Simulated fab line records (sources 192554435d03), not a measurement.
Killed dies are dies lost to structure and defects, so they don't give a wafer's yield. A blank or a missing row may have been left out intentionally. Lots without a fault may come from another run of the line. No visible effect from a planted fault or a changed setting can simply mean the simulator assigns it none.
fab line records	flow n5Finfet
[record] lots = 5	wafers = 13	lastDay = 18
route steps=1938 shown BEOL_M10@1487 PASSIVATION@1936
lots with no fault: from the same line, run without faults
startH: the number of hours between the record's first day and the start of the first shown wafer of the lot	waitH: hours from the lot's prior step to this one	" identical to the entry in the row above	L1.1+2: a row that stands for several wafers	- either no value or no given start	* or withheld: withheld	< > ~ a bound
route shown NAME@n: NAME is a module with steps in the file, n the number in the route of the first one	usual: mean and standard deviation over wafers with no fault	same: alike in all rows	chamber/n: place in a boat	sites: each site's reading	_std_site: the standard deviation of these	_edge_site: mean of outer sites minus mean of inner sites	radiusMm: for every site, how far away it sits from the centre of the wafer	mask NAME#n: copy n	behind: tool/chamber where the wafer was last shaped	hold: the reason the lot was held/the length of the hold in hours/how it ended	device: which transistor (n, p or np) failed to switch	end of line: tests of these same wafers at the route's end	step lacking rows: just its recipe	killed: dies that structure and defects cost at the first sort, which is not the same as the wafer's yield	map: per-die view of a wafer (x killed, . not killed, _ where there is no die)
set.NAME: the setting that was run; set.NAME@STEP: the one run at that earlier step	model.NAME: the simulator's own value behind a step, which no gauge read
certain route steps with their lots: each step a table, each wafer a row
services: from which hour (startH, from the record's first day; less than 0 if before it) a tool's chamber was out of use, for how many hours, and why
[[steps]]
[step N5_BEOL_M10_ETCH_61]
[recipe] chemistry = CF4	target = SiARC	targetDepthA = 390	maskMaterial = CAR-ArF	timeS = 65	ionEnergyEv = 80	pressureMtorr = 40	sourceW = 545	biasW = 36	Ar_flow_sccm = 100	cf4FlowSccm = 100	ends = cleared
[usual] biasW = 36.00/0.11	drypumpMotorCurrentA = 5.8/0.4	etchRfOnTimeS = 64.3/1.4	oesProductAu = 0.70/0.067	rfVppV = 183.8/1.3	showerheadPlenumPTorr = 2.12/0.094	throttleValvePct = 15.67/0.23
lot.wafer	tool	chamber	startH	waitH	biasW	drypumpMotorCurrentA	etchRfOnTimeS	oesProductAu	rfHoursCounterH	rfVppV	showerheadPlenumPTorr	throttleValvePct
L577.1	rieDiel-05	1	236.83	0.0	35.88	5.5	63.9	0.73	71	185.2	2.17	15.81
L577.4	"	1	"	"	35.94	5.5	63.4	0.73	-	184.0	2.18	15.80
L577.6	"	3	"	"	35.94	4.9	65.7	0.72	-	186.1	2.25	15.49
L583.1	rieDiel-05	1	290.20	0.0	36.23	5.4	63.2	0.70	89	183.6	2.17	15.83
L583.3	"	3	"	"	36.28	4.9	66.0	0.70	86	183.8	2.24	15.54
L583.6	"	2	"	"	36.11	5.8	62.3	0.62	-	181.8	1.96	15.96
L584.3	rieDiel-04	1	290.50	0.0	35.83	6.0	63.4	0.74	47	183.1	2.09	15.40
L584.5	"	0	"	"	35.95	6.2	64.1	0.71	-	185.6	2.27	15.94
L584.6	"	3	"	"	36.03	6.4	63.9	0.82	-	182.5	2.10	15.62
L592.4	rieDiel-03	3	371.53	0.0	35.85	5.5	64.7	0.73	-	182.8	2.19	15.51
L598.3	rieDiel-04	0	381.99	0.0	36.03	6.1	63.8	0.68	106	185.0	2.26	16.01
L598.5	"	0	"	"	36.03	6.2	63.5	0.67	-	186.3	2.26	16.00
L598.6	"	2	"	"	35.89	5.9	64.0	0.67	-	184.0	2.06	15.71
[step N5_BEOL_M10_ETCH_62]
[recipe] chemistry = N2/H2	target = SOC	targetDepthA = 1100	overetchA = 220	maskMaterial = SiARC	tempC = 40	timeS = 165	ionEnergyEv = 200	pressureMtorr = 30	sourceW = 840	biasW = 150	n2FlowSccm = 200	h2FlowSccm = 200
[usual] biasW = 150.0/0.52	drypumpMotorCurrentA = 5.8/0.4	h2FlowSccm = 200.0/0.67	oesProductAu = 0.69/0.062	rfVppV = 523/3.3	showerheadPlenumPTorr = 2.52/0.11	throttleValvePct = 17.93/0.25
lot.wafer	tool	chamber	startH	waitH	biasW	drypumpMotorCurrentA	h2FlowSccm	oesProductAu	rfHoursCounterH	rfVppV	showerheadPlenumPTorr	throttleValvePct
L577.1	rieDiel-05	1	236.88	0.0	150.1	5.5	199.6	0.71	71	524	2.58	18.11
L577.4	"	1	"	"	150.4	5.5	201.4	0.70	-	526	2.58	18.11
L577.6	"	3	"	"	149.8	4.9	200.0	0.72	-	527	2.69	17.91
L583.1	rieDiel-05	1	290.25	0.0	149.9	5.5	199.6	0.70	89	524	2.57	18.16
L583.3	"	3	"	"	150.5	4.9	198.9	0.71	86	528	2.68	17.94
L583.6	"	2	"	"	148.3	5.9	200.1	0.61	-	517	2.32	18.29
L584.3	rieDiel-04	1	290.55	0.0	149.8	6.0	200.4	0.72	47	522	2.49	17.68
L584.5	"	0	"	"	149.8	6.1	200.9	0.70	-	528	2.69	18.15
L584.6	"	3	"	"	150.0	6.4	200.0	0.80	-	522	2.50	17.93
L592.4	rieDiel-03	3	371.62	0.1	149.9	5.5	199.5	0.71	-	525	2.58	17.56
L598.3	rieDiel-04	0	382.04	0.0	149.4	6.2	199.7	0.66	106	529	2.67	18.23
L598.5	"	0	"	"	149.7	6.2	199.6	0.67	-	526	2.67	18.22
L598.6	"	2	"	"	150.1	6.0	200.6	0.67	-	522	2.45	17.93
[step N5_BEOL_M10_STRIP_68]
[recipe] chemistry = N2/H2	tempC = 40	n2FlowSccm = 200	h2FlowSccm = 200	rfFrequencyHz = 6e+07
[step N5_BEOL_M10_STRIP_67]
[recipe] chemistry = CF4	resist = SiARC	powerW = 300	biasPowerW = 75	pressureMtorr = 50	cf4FlowSccm = 150	rfFrequencyHz = 6e+07
[usual] biasPowerW = 74.99/0.25	drypumpMotorCurrentA = 5.8/0.4	oesProductAu = 0.81/0.074	rfVppV = 270.8/1.8	showerheadPlenumPTorr = 1.78/0.078	throttleValvePct = 13.62/0.23
lot.wafer	tool	chamber	startH	waitH	biasPowerW	drypumpMotorCurrentA	oesProductAu	rfHoursCounterH	rfVppV	showerheadPlenumPTorr	throttleValvePct
L577.1	rieDiel-05	1	237.03	0.0	74.94	5.5	0.85	71	272.3	1.83	13.76
L577.4	"	1	"	"	74.69	5.5	0.84	-	272.1	1.83	13.74
L577.6	"	3	"	"	74.76	4.9	0.85	-	272.7	1.88	13.41
L583.1	rieDiel-05	1	290.40	0.0	75.47	5.5	0.82	89	272.8	1.82	13.79
L583.3	"	3	"	"	74.63	4.9	0.83	86	272.4	1.87	13.49
L583.6	"	2	"	"	74.92	5.8	0.71	-	267.7	1.64	13.90
L584.3	rieDiel-04	1	290.70	0.0	75.03	6.0	0.85	47	270.9	1.76	13.37
L584.5	"	0	"	"	75.08	6.2	0.83	-	272.9	1.90	13.85
L584.6	"	3	"	"	74.89	6.4	0.96	-	271.7	1.76	13.55
L592.4	rieDiel-03	3	371.71	0.0	75.28	5.6	0.84	-	271.9	1.84	13.48
L598.3	rieDiel-04	0	382.19	0.0	74.71	6.1	0.78	106	272.3	1.89	13.93
L598.5	"	0	"	"	75.12	6.1	0.77	-	272.4	1.89	13.92
L598.6	"	2	"	"	74.99	6.0	0.79	-	268.7	1.72	13.67
[step N5_BEOL_M10_HM_OPEN_17]
[recipe] chemistry = Cl2/BCl3	targetDepthA = 200	overetchA = 60	target = TiN	maskMaterial = SOC	ionEnergyEv = 150	pressureMtorr = 10	icpW = 1000	biasW = 126	Cl2_flow_sccm = 53.25	bcl3FlowSccm = 21.75	Ar_flow_sccm = 25
[usual] biasW = 126.0/0.37	drypumpMotorCurrentA = 5.9/0.31	mfcCl2Sccm = 53.27/0.17	oesProductAu = 0.66/0.06	throttleValvePct = 22.09/0.17
lot.wafer	tool	chamber	startH	waitH	biasW	drypumpMotorCurrentA	mfcCl2Sccm	oesProductAu	rfHoursCounterH	throttleValvePct
L577.1	rieMetal-02	1	237.07	0.0	126.2	5.6	53.21	0.58	77	22.15
L577.4	"	0	"	"	125.5	5.9	53.28	0.67	-	21.93
L577.6	"	1	"	"	125.9	5.6	53.15	0.58	-	22.12
L583.1	rieMetal-02	1	290.44	0.0	125.9	5.6	53.13	0.59	82	22.13
L583.3	"	0	"	"	126.2	6.0	53.01	0.67	-	21.91
L583.6	"	0	"	"	126.5	6.0	53.21	0.67	-	21.91
L584.3	rieMetal-02	0	290.77	0.1	126.1	6.0	53.46	0.66	-	21.93
L584.5	"	1	"	"	125.8	5.6	53.23	0.59	-	22.13
L584.6	"	0	"	"	126.1	6.0	53.61	0.66	-	21.91
L592.4	rieMetal-03	0	371.78	0.1	125.2	6.0	53.13	0.77	-	22.20
L598.3	rieMetal-01	0	382.26	0.1	126.9	5.5	53.11	0.65	-	22.49
L598.5	"	1	"	"	126.2	6.6	53.37	0.68	-	22.14
L598.6	"	0	"	"	126.2	5.5	53.04	0.64	-	22.47
[step N5_BEOL_M10_STRIP_19]
[recipe] chemistry = O2	powerW = 400	tempC = 40	pressureMtorr = 30	rfFrequencyHz = 6e+07	biasPowerW = 0	overashFraction = 0.2	o2FlowSccm = 225
[usual] drypumpMotorCurrentA = 5.7/0.42	oesProductAu = 0.82/0.079	rfVppV = 3.7/0.57	showerheadPlenumPTorr = 2.08/0.098	throttleValvePct = 16.75/0.18
[same] biasPowerW = 0
lot.wafer	tool	chamber	startH	waitH	drypumpMotorCurrentA	oesProductAu	rfHoursCounterH	rfVppV	showerheadPlenumPTorr	throttleValvePct
L577.1	rieDiel-05	1	237.18	0.1	5.5	0.83	71	4.2	2.14	16.92
L577.4	"	3	"	"	4.9	0.85	-	3.3	2.22	16.60
L577.6	"	2	"	"	5.9	0.73	-	4.5	1.91	16.95
L583.1	rieDiel-05	0	290.55	0.1	5.4	0.93	15	3.0	2.08	16.65
L583.3	"	1	"	"	5.5	0.82	89	4.1	2.13	16.94
L583.6	"	0	"	"	5.4	0.94	-	3.5	2.08	16.65
L584.3	rieDiel-04	1	290.85	0.1	6.0	0.85	47	4.1	2.05	16.48
L584.5	"	1	"	"	6.0	0.85	-	5.2	2.05	16.49
L584.6	"	0	"	"	6.1	0.84	-	4.6	2.20	16.82
L592.4	rieDiel-05	2	371.97	0.2	5.8	0.70	223	3.7	1.89	17.03
L598.3	rieDiel-04	3	382.34	0.1	6.4	0.89	44	3.2	2.05	16.77
L598.5	"	2	"	"	5.9	0.78	-	3.6	2.01	16.75
L598.6	"	0	"	"	6.2	0.79	-	4.4	2.18	16.90
[step N5_BEOL_M10_CD_MEAS_18]
[recipe] pitchNm = 140	targetCdNm = 70
[usual] cdNm = 69.6/0.74
lot.wafer	tool	chamber	startH	waitH	cdNm
L577.1	cdSem-02	-	237.25	0.0	68.7
L577.4	"	-	"	"	69.0
L577.6	"	-	"	"	69.2
L583.1	cdSem-01	-	290.62	0.0	69.3
L583.3	"	-	"	"	68.1
L583.6	"	-	"	"	69.2
L584.3	cdSem-03	-	290.92	0.1	69.3
L584.5	"	-	"	"	68.7
L584.6	"	-	"	"	69.4
L592.4	cdSem-03	-	372.05	0.1	69.1
L598.3	cdSem-03	-	382.41	0.1	68.6
L598.5	"	-	"	"	68.6
L598.6	"	-	"	"	69.9
[step N5_BEOL_M10_COAT_63]
[recipe] resist = SOC	tempC = 250	timeS = 60	spinRpm = 1500	resistThkNm = 100
[step N5_BEOL_M10_COAT_64]
[recipe] resist = SiARC	tempC = 220	timeS = 60	spinRpm = 1500	resistThkNm = 30
[step N5_BEOL_M10_COAT_22]
[recipe] resist = CAR-ArF	spinRpm = 1500	resistThkNm = 90
[step N5_BEOL_M10_EBR_24]
[recipe] solvent = PGMEA	ebrWidthMm = 1.5
[step N5_BEOL_M10_SOFTBAKE_23]
[recipe] tempC = 110	timeS = 60	resist = CAR-ArF
[step N5_BEOL_M10_EXPOSE_25]
[recipe] maskId = V9	na = 1.35	sourceShape = annular	sigmaInner = 0.5	sigmaOuter = 0.8	polarization = unpolarized	doseMj = 85.5
[usual] exposureDoseMJCm2 = 85.9/0.45
[same] sigmaOuter = 0.8
lot.wafer	tool	chamber	startH	waitH	mask	exposureDoseMJCm2
L577.1	arfiScanner-02	0	239.07	-	V9#0	86.3
L577.4	"	0	"	"	V9#0	86.4
L577.6	"	0	"	"	V9#0	86.4
L583.1	arfiScanner-01	0	290.79	-	V9#0	85.5
L583.3	"	0	"	"	V9#0	85.4
L583.6	"	0	"	"	V9#0	85.5
L584.3	arfiScanner-02	0	296.55	-	V9#0	86.5
L584.5	"	0	"	"	V9#0	86.3
L584.6	"	0	"	"	V9#0	86.3
L592.4	arfiScanner-02	0	376.58	-	V9#0	87.7
L598.3	arfiScanner-01	0	383.66	-	V9#0	85.4
L598.5	"	0	"	"	V9#0	85.4
L598.6	"	0	"	"	V9#0	85.4
[step N5_BEOL_M10_PEB_26]
[recipe] pebTempC = withheld	pebTimeS = 60	resist = CAR-ArF
[step N5_PASSIVATION_PROBE_49]
[usual] defectLimitedYield = 91.0/1.4	killed_at_M0_to_M3 = 36/10	killed_at_M4_up = 15/5	killedAtContacts = 12/6.1	killedAtFrontEnd = 40/13	killedAtOther = 3.8/2.9	killedDies = 106/16	killedOpen = 68/12	killedShort = 35/8.2	sort_bin_5_function = 5.2/0.9	sort_bin_6_memory = 3.4/0.71	sortNPass = 1073/17	sortYieldPct = 91.0/1.5
[same] grossDies = 1180	killedAtBackSide = 0	sort_bin_4_leakage[%] = 0	sort_bin_8_speed[%] = 0
lot.wafer	tool	chamber	startH	waitH	defectLimitedYield[%]	killed_at_M0_to_M3	killed_at_M4_up	killedAtContacts	killedAtFrontEnd	killedAtOther	killedDies	killedOpen	killedShort	sort_bin_5_function[%]	sort_bin_6_memory[%]	sortNPass	sortYieldPct[%]
L577.1	prober-02	-	296.87	0.0	89.1	25	22	18	61	3	129	89	37	5.9	4.7	1051	89.1
L577.4	prober-02	-	297.02	0.2	88.3	39	12	12	73	2	138	95	43	6.4	4.7	1042	88.3
L577.6	prober-02	-	297.12	0.3	89.1	33	7	20	66	3	129	94	33	6.9	4.0	1051	89.1
L584.3	prober-01	-	355.64	0.1	91.9	38	12	10	35	0	95	64	30	5.5	2.2	1085	91.9
L584.5	prober-01	-	355.74	0.2	93.1	18	9	23	29	3	82	51	27	4.3	2.5	1098	93.1
L584.6	prober-01	-	355.79	0.3	93.1	19	13	14	35	0	81	48	29	4.4	2.1	1099	93.1
L583.1	prober-02	-	363.06	0.0	89.7	42	20	18	41	1	122	83	39	5.8	4.2	1058	89.7
L583.3	prober-02	-	363.16	0.1	91.3	29	20	12	40	2	103	68	35	5.2	3.5	1077	91.3
L583.6	prober-02	-	363.31	0.3	90.3	45	23	13	32	2	115	68	46	5.3	4.0	1065	90.3
L592.4	prober-01	-	433.15	0.4	90.8	52	14	11	24	7	108	71	31	5.8	3.1	1072	90.8
L598.3	prober-01	-	442.52	0.1	92.1	15	19	15	34	10	93	63	23	4.7	3.1	1087	92.1
L598.5	prober-01	-	442.62	0.2	91.9	31	15	9	33	8	96	61	32	5.2	2.5	1084	91.9
L598.6	prober-01	-	442.67	0.3	89.8	42	20	20	35	3	120	83	31	4.9	5.0	1060	89.8
// killed by level:class
L577.1 FIN_SAQP:geometricParticle:open=20 MOL_CONTACT_COAG:geometricParticle:open=14 STI_FIN_REVEAL:geometricParticle:open=12 FIN_SAQP:geometricParticle:short=10 BEOL_M4:geometricParticle:open=10 STI_FIN_REVEAL:geometricParticle:short=6 BEOL_M0_SAQP:geometricParticle:open=6 BEOL_M1:geometricParticle:open=5
L577.4 STI_FIN_REVEAL:geometricParticle:open=22 FIN_SAQP:geometricParticle:open=15 BEOL_M0_SAQP:geometricParticle:short=11 MOL_CONTACT_COAG:geometricParticle:open=10 BEOL_M0_SAQP:geometricParticle:open=9 GATE_CUT:geometricParticle:open=8 BEOL_M3:geometricParticle:open=8 FIN_SAQP:geometricParticle:short=7
L577.6 STI_FIN_REVEAL:geometricParticle:open=25 FIN_SAQP:geometricParticle:open=21 MOL_CONTACT_COAG:geometricParticle:open=14 BEOL_M0_SAQP:geometricParticle:open=11 BEOL_M0_SAQP:geometricParticle:short=8 FIN_SAQP:geometricParticle:short=6 MOL_CONTACT_COAG:geometricParticle:short=5 STI_FIN_REVEAL:geometricParticle:short=4
L584.3 MOL_CONTACT_COAG:geometricParticle:open=9 BEOL_M2:geometricParticle:open=9 BEOL_M0_SAQP:geometricParticle:short=8 DUMMY_GATE:geometricParticle:open=7 FIN_SAQP:geometricParticle:open=6 BEOL_M0_SAQP:geometricParticle:open=5 BEOL_M1:geometricParticle:open=5 BEOL_M2:geometricParticle:short=5
L584.5 MOL_CONTACT_COAG:geometricParticle:open=19 FIN_SAQP:geometricParticle:short=8 BEOL_M1:geometricParticle:open=6 BEOL_M0_SAQP:geometricParticle:short=5 MOL_CONTACT_COAG:geometricParticle:short=4 STARTING-WAFER:geometricParticle:open=4 FIN_SAQP:geometricParticle:open=3 BEOL_M4:geometricParticle:open=3
L584.6 MOL_CONTACT_COAG:geometricParticle:open=11 FIN_SAQP:geometricParticle:short=10 FIN_SAQP:geometricParticle:open=9 BEOL_M0_SAQP:geometricParticle:short=6 BEOL_M0_SAQP:geometricParticle:open=6 STI_FIN_REVEAL:geometricParticle:open=4 DUMMY_GATE:geometricParticle:open=4 MOL_CONTACT_COAG:geometricParticle:short=3
L583.1 STI_FIN_REVEAL:geometricParticle:open=14 MOL_CONTACT_COAG:geometricParticle:open=13 BEOL_M0_SAQP:geometricParticle:open=11 BEOL_M0_SAQP:geometricParticle:short=9 BEOL_M2:geometricParticle:open=9 BEOL_M4:geometricParticle:open=9 BEOL_M3:geometricParticle:open=7 STI_FIN_REVEAL:geometricParticle:short=6
L583.3 MOL_CONTACT_COAG:geometricParticle:open=11 BEOL_M4:geometricParticle:open=10 BEOL_M0_SAQP:geometricParticle:open=7 STI_FIN_REVEAL:geometricParticle:open=6 BEOL_M0_SAQP:geometricParticle:short=6 DUMMY_GATE:geometricParticle:short=5 BEOL_M3:geometricParticle:open=5 GATE_CUT:geometricParticle:short=4
L583.6 BEOL_M0_SAQP:geometricParticle:open=13 BEOL_M0_SAQP:geometricParticle:short=11 BEOL_M4:geometricParticle:open=11 MOL_CONTACT_COAG:geometricParticle:open=10 BEOL_M3:geometricParticle:open=10 FIN_SAQP:geometricParticle:short=8 STI_FIN_REVEAL:geometricParticle:open=5 BEOL_M5:geometricParticle:short=4
L592.4 BEOL_M2:geometricParticle:open=16 BEOL_M0_SAQP:geometricParticle:open=12 MOL_CONTACT_COAG:geometricParticle:open=10 BEOL_M0_SAQP:geometricParticle:short=9 FIN_SAQP:geometricParticle:short=5 BEOL_M3:geometricParticle:open=5 BEOL_M1:geometricParticle:open=3 BEOL_M4:geometricParticle:short=3
L598.3 BEOL_M4:geometricParticle:open=15 MOL_CONTACT_COAG:geometricParticle:open=12 FIN_SAQP:geometricParticle:open=11 STI_FIN_REVEAL:geometricParticle:open=6 FIN_SAQP:geometricParticle:short=5 MOL_CONTACT_COAG:geometricParticle:short=3 BEOL_M3:geometricParticle:open=3 BEOL_M0_SAQP:geometricParticle:open=3
L598.5 BEOL_M4:geometricParticle:open=9 BEOL_M2:geometricParticle:open=7 PASS1_DEP:geometricParticle:open=6 BEOL_M3:geometricParticle:open=6 FIN_SAQP:geometricParticle:open=5 FIN_SAQP:geometricParticle:short=5 ILD0:geometricParticle:short=5 MOL_CONTACT_COAG:geometricParticle:open=5
L598.6 MOL_CONTACT_COAG:geometricParticle:open=18 BEOL_M0_SAQP:geometricParticle:open=12 BEOL_M4:geometricParticle:open=11 BEOL_M0_SAQP:geometricParticle:short=10 FIN_SAQP:geometricParticle:open=7 BEOL_M3:geometricParticle:open=7 DUMMY_GATE:geometricParticle:open=5 BEOL_M4:geometricParticle:short=5
[[services]]
tool	chamber	startH	hours	kind
rieDiel-05	0	213.65	-	clean
rieDiel-05	0	213.65	-	consumableReplace:focusRing
rieDiel-05	0	213.65	29.7	scheduledDown
rieDiel-05	0	213.65	29.7	ventCycle
arfiScanner-02	-	221.53	0.2	repair
arfiScanner-02	-	221.96	1.0	pm
arfiScanner-01	-	241.17	0.8	pm
arfiScanner-02	-	266.21	1.3	pm
arfiScanner-01	-	267.57	1.3	pm
arfiScanner-02	-	274.96	16.0	pm
rieDiel-05	0	275.61	2.2	repair
rieDiel-03	1	288.45	4.6	repair
rieDiel-04	3	291.79	3.6	repair
arfiScanner-02	-	302.30	0.7	repair
arfiScanner-02	-	319.12	1.0	pm
arfiScanner-02	-	320.26	3.9	pm
arfiScanner-01	-	325.59	1.0	pm
arfiScanner-02	-	339.30	4.9	pm
arfiScanner-01	-	356.58	1.1	repair
rieDiel-05	-	363.83	2.8	pm
rieDiel-03	2	368.27	3.8	repair
rieDiel-05	2	368.47	3.1	repair
rieDiel-04	1	370.42	22.5	repair
arfiScanner-01	-	375.70	3.9	pm
[[key]]
[firstSign] step = N5_BEOL_M10_EXPOSE_25	reading = exposureDoseMJCm2	direction = up	sigmas = 4.1	usual = 85.9	struck = 87.7
effect none on later readings
metAt N5_BEOL_M10_EXPOSE_25
struckWafers L592.4
onsetBetween 296.55 376.58
[fault] kind = processParameterDrift	tool = arfiScanner-02	chamber = -	onsetH = 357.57	steps = N5_BEOL_M10_EXPOSE_25	channel = doseMj	offset = 1.3162	shape = step	actsIn = theseRecipesOnly	stated = 85.5
